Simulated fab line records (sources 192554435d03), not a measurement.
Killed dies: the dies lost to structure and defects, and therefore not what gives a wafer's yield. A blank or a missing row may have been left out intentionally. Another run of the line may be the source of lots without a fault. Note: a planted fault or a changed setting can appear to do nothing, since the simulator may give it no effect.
Split-lot study / flow n5_finfet / 7 lots, 21 wafers read, on a route of 1938 steps

== ABOUT THE SPLIT ==
At N5_DUMMY_GATE_COAT_28 (time 60 s, resist thk 10 nm), the setting spin_rpm was moved away from the recipe's 1500 rpm on 5 of the 21 wafers read, by +3.2% to +6.5%. For the rest of the wafers, this setting stayed at what the recipe calls for.

The reading comes from the split's own step.

== THE READING ==
underlayer_of_DUMMY_GATE_COAT_28.thk_nm (the simulator's own value, which no gauge read), in nm, at N5_DUMMY_GATE_COAT_28 (time 60 s, resist thk 10 nm). The file gives no usual value for it.

wafer=L081.1; tool, chamber at the split=litho_track-02, 0; spin_rpm as run, rpm=1500; against the recipe=recipe; underlayer_of_DUMMY_GATE_COAT_28.thk_nm, nm=10; against lot-mates on the recipe=-
wafer=L081.3; tool, chamber at the split=litho_track-02, 0; spin_rpm as run, rpm=1500; against the recipe=recipe; underlayer_of_DUMMY_GATE_COAT_28.thk_nm, nm=10; against lot-mates on the recipe=-
wafer=L081.2; tool, chamber at the split=litho_track-02, 0; spin_rpm as run, rpm=1548; against the recipe=+3.2%; underlayer_of_DUMMY_GATE_COAT_28.thk_nm, nm=9.8; against lot-mates on the recipe=-0.2
wafer=L082.2; tool, chamber at the split=litho_track-04, 0; spin_rpm as run, rpm=1500; against the recipe=recipe; underlayer_of_DUMMY_GATE_COAT_28.thk_nm, nm=10; against lot-mates on the recipe=-
wafer=L082.4; tool, chamber at the split=litho_track-04, 0; spin_rpm as run, rpm=1500; against the recipe=recipe; underlayer_of_DUMMY_GATE_COAT_28.thk_nm, nm=10; against lot-mates on the recipe=-
wafer=L082.6; tool, chamber at the split=litho_track-04, 0; spin_rpm as run, rpm=1500; against the recipe=recipe; underlayer_of_DUMMY_GATE_COAT_28.thk_nm, nm=10; against lot-mates on the recipe=-
wafer=L083.2; tool, chamber at the split=litho_track-03, 0; spin_rpm as run, rpm=1500; against the recipe=recipe; underlayer_of_DUMMY_GATE_COAT_28.thk_nm, nm=10; against lot-mates on the recipe=-
wafer=L083.3; tool, chamber at the split=litho_track-03, 0; spin_rpm as run, rpm=1500; against the recipe=recipe; underlayer_of_DUMMY_GATE_COAT_28.thk_nm, nm=10; against lot-mates on the recipe=-
wafer=L083.6; tool, chamber at the split=litho_track-03, 0; spin_rpm as run, rpm=1500; against the recipe=recipe; underlayer_of_DUMMY_GATE_COAT_28.thk_nm, nm=10; against lot-mates on the recipe=-
wafer=L085.1; tool, chamber at the split=litho_track-03, 0; spin_rpm as run, rpm=1564; against the recipe=+4.3%; underlayer_of_DUMMY_GATE_COAT_28.thk_nm, nm=9.8; against lot-mates on the recipe=-0.2
wafer=L085.2; tool, chamber at the split=litho_track-03, 0; spin_rpm as run, rpm=1500; against the recipe=recipe; underlayer_of_DUMMY_GATE_COAT_28.thk_nm, nm=10; against lot-mates on the recipe=-
wafer=L085.5; tool, chamber at the split=litho_track-03, 0; spin_rpm as run, rpm=1500; against the recipe=recipe; underlayer_of_DUMMY_GATE_COAT_28.thk_nm, nm=10; against lot-mates on the recipe=-
wafer=L087.3; tool, chamber at the split=litho_track-02, 0; spin_rpm as run, rpm=1576; against the recipe=+5.1%; underlayer_of_DUMMY_GATE_COAT_28.thk_nm, nm=9.8; against lot-mates on the recipe=-0.2
wafer=L087.4; tool, chamber at the split=litho_track-02, 0; spin_rpm as run, rpm=1500; against the recipe=recipe; underlayer_of_DUMMY_GATE_COAT_28.thk_nm, nm=10; against lot-mates on the recipe=-
wafer=L087.5; tool, chamber at the split=litho_track-02, 0; spin_rpm as run, rpm=1500; against the recipe=recipe; underlayer_of_DUMMY_GATE_COAT_28.thk_nm, nm=10; against lot-mates on the recipe=-
wafer=L091.1; tool, chamber at the split=litho_track-04, 0; spin_rpm as run, rpm=1500; against the recipe=recipe; underlayer_of_DUMMY_GATE_COAT_28.thk_nm, nm=10; against lot-mates on the recipe=-
wafer=L091.2; tool, chamber at the split=litho_track-04, 0; spin_rpm as run, rpm=1500; against the recipe=recipe; underlayer_of_DUMMY_GATE_COAT_28.thk_nm, nm=10; against lot-mates on the recipe=-
wafer=L091.6; tool, chamber at the split=litho_track-04, 0; spin_rpm as run, rpm=1500; against the recipe=recipe; underlayer_of_DUMMY_GATE_COAT_28.thk_nm, nm=10; against lot-mates on the recipe=-
wafer=L093.3; tool, chamber at the split=litho_track-03, 0; spin_rpm as run, rpm=1500; against the recipe=recipe; underlayer_of_DUMMY_GATE_COAT_28.thk_nm, nm=10; against lot-mates on the recipe=-
wafer=L093.4; tool, chamber at the split=litho_track-03, 0; spin_rpm as run, rpm=1597; against the recipe=+6.5%; underlayer_of_DUMMY_GATE_COAT_28.thk_nm, nm=9.6; against lot-mates on the recipe=-0.4
wafer=L093.5; tool, chamber at the split=litho_track-03, 0; spin_rpm as run, rpm=1597; against the recipe=+6.5%; underlayer_of_DUMMY_GATE_COAT_28.thk_nm, nm=9.6; against lot-mates on the recipe=-0.4

THE FIT
A straight line over all 21 wafers: underlayer_of_DUMMY_GATE_COAT_28.thk_nm changes by -0.056 nm for each +1% of spin_rpm; r = -0.98; the points scatter about the line by 0.025 nm.
The same after taking each lot's own level away (the mean of its wafers on the recipe; 21 wafers): -0.056 nm for each +1%; r = -0.98; scatter 0.025 nm.
That fit puts the effect of the largest move of spin_rpm on the reading at 0.36 nm.
The lots' own levels span 10.00 to 10.00 nm.
The two slopes are in agreement: the lot-to-lot level therefore moves the slope only a little.
Check: for one of the wafers moved furthest among these (+6.5%), held out of the fit, the line's prediction against its lot-mates is -0.343 nm. It came out at -0.4 nm against them.

== ADDITIONAL SPLITS CARRIED BY THESE WAFERS ==
Note: prior to the reading, these wafers also went through further splits. Each is held against what the fit with the lots' levels taken away leaves over:
other split on the same wafers=N5_ZERO_LAYER_EXPOSE_08 dose_mj; wafers away from the commonest value=9; r with underlayer_of_DUMMY_GATE_COAT_28.thk_nm (lot level and that fit taken away)=-0.12
other split on the same wafers=N5_WELL_APT_PEB_23 peb_time_s; wafers away from the commonest value=6; r with underlayer_of_DUMMY_GATE_COAT_28.thk_nm (lot level and that fit taken away)=+0.17
other split on the same wafers=N5_FIN_SAQP_EXPOSE_13 dose_mj; wafers away from the commonest value=7; r with underlayer_of_DUMMY_GATE_COAT_28.thk_nm (lot level and that fit taken away)=-0.11

== FILE'S OWN FIT ==
underlayer_of_DUMMY_GATE_COAT_28.thk_nm changes by -0.0531 nm for each +1% of spin_rpm, r = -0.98.
